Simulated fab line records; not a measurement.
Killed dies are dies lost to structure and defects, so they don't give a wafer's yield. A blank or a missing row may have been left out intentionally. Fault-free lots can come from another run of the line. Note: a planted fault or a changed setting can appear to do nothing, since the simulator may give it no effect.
What tool caused it? | flow n5Finfet | Sampling: 12 lots, 29 wafers, 2 of 1938 route steps

WHAT THE GAUGES SHOWED, per wafer
N5_MIM_TOP_LITHO_CD_MEAS_08 targets a cd of 2000 nm. Usual: cdNm 2000.6 nm, standard deviation 2.3.
lot  | measured     | on       | cdNm (nm)            | flag
L630 | day 11 22:42 | cdSem-02 | 1998.4 1998.6 1999.1 | 
L633 | day 12 11:40 | cdSem-01 | 2000.7 1999.5        | 
L632 | day 12 12:57 | cdSem-01 | 2000.2 1998.7        | 
L635 | day 12 18:30 | cdSem-03 | 1999.7 1999.6        | 
L634 | day 12 23:27 | cdSem-03 | 2003.8 2002.1        | 
L636 | day 13 06:51 | cdSem-02 | 1998.0 1998.5        | 
L640 | day 14 01:25 | cdSem-01 | 2000.6 2000.2        | 
L645 | day 15 16:26 | cdSem-02 | 1998.1 1999.9 2000.0 | 
L648 | day 16 06:01 | cdSem-01 | 2001.8 2005.1 2002.6 | 
L647 | day 16 06:50 | cdSem-03 | 1997.0 1999.4        | 
L650 | day 16 14:28 | cdSem-02 | 1998.9 1997.7 1998.2 | 
L651 | day 17 00:16 | cdSem-03 | 2003.6 2006.8 2001.3 | 

N5_MIM_BOT_LITHO_CD_MEAS_08 targets a cd of 3000 nm. Usual: cdNm 3001.0 nm, standard deviation 2.8.
lot  | measured     | on       | cdNm (nm)            | flag
L630 | day 11 23:59 | cdSem-03 | 3001.6 3002.3 2999.7 | 
L633 | day 12 12:25 | cdSem-01 | 3011.0 3001.7        | 
L632 | day 12 13:42 | cdSem-03 | 3002.0 3000.0        | 
L635 | day 12 19:46 | cdSem-01 | 3001.2 3000.5        | 
L634 | day 13 00:19 | cdSem-02 | 3000.2 3004.1        | 
L636 | day 13 07:59 | cdSem-02 | 2999.0 3001.0        | 
L640 | day 14 02:28 | cdSem-02 | 3003.0 3005.8        | 
L645 | day 15 17:19 | cdSem-02 | 2999.1 3002.3 3003.3 | 
L648 | day 16 06:49 | cdSem-02 | 2996.6 3001.3 3000.7 | 
L647 | day 16 07:43 | cdSem-02 | 3001.8 3002.4        | 
L650 | day 16 15:20 | cdSem-01 | 3000.9 2997.8 3003.9 | 
L651 | day 17 01:08 | cdSem-03 | 3001.1 3000.6 2999.7 | 

WHICH TOOL RAN EACH LOT (tool, then ch and the chambers of the sampled wafers, then the start)
No process step before these readings appears in the record.

AS READ BY THE TOOLS THEMSELVES (means over the sampled wafers that have a number; for cases with no such wafer, the mark the record gives instead)
The record holds no such reading with a usual standard deviation.

THE ANSWER, worked out from the rows above alone
Rule: take the mean of a lot's wafers that have a number; if it is more than 3 standard deviations from the usual mean, the lot is off. Also off: a lot with no number at a reading for which 4 or more lots have one. Where the step has rows for the other lots, those lots are counted as sound. After the gauges, taken in route order, come the tools' own readings; for these a lot's mean is taken, as printed above. At the first step where some lot is off, the reading lying furthest off is the one used; lots without a number count as furthest.
No lot is off on any of the readings shown, so nothing can be concluded from this.

WHAT HAD BEEN PUT IN BY THE SIMULATOR
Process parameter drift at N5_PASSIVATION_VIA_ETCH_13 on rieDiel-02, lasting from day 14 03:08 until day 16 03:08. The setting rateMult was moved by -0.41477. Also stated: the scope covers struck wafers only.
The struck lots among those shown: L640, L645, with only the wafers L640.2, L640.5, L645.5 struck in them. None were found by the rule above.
